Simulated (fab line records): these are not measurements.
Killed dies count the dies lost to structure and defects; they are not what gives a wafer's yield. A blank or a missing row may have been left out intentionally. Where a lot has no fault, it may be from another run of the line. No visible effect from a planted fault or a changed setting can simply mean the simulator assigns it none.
Chamber matching ; flow n5 finfet ; 4 sister chambers for N5_MOL_CONTACT_COAG_DESCUM_88 on rie diel-06
The step chemistry O2, time 7 s. 4 wafers are shown with their chamber, then 9 later ones without.

## EACH WAFER AND ITS CHAMBER
wafer;chamber;drypump motor current A (A)
L087.6;1;6.4
L088.2;3;5.1
L088.4;0;5.2
L088.6;2;5.8

## WAFERS WHOSE CHAMBER IS MISSING
wafer;drypump motor current A (A)
L090.2;5.1
L090.3;6.4
L090.5;5.7
L094.2;5.8
L094.4;6.4
L094.5;5.2
L095.1;6.4
L095.2;5.0
L095.3;5.8

## CHAMBER TAKEN BY EACH
wafer;from the rows above;in truth
L090.2;3;3
L090.3;1;1
L090.5;2;2
L094.2;2;2
L094.4;1;1
L094.5;0;0
L095.1;1;1
L095.2;3;3
L095.3;2;2
Placed correctly: 9 of 9. Can't be placed from these rows: 0. Wrongly placed: 0.
How it was worked out, from the rows above alone: a wafer's distance from a chamber is the root of the sum, over the readings, of the square of ((its reading less the chamber's mean) divided by the reading's scatter). The wafer belongs to the nearest chamber; if the next one is less than 2 further off, it can't be placed. For every chamber, the mean is computed from those of its wafers that are shown. The scatter: root of mean squared gap, hidden wafer to nearest shown wafer, with one shown wafer a chamber.
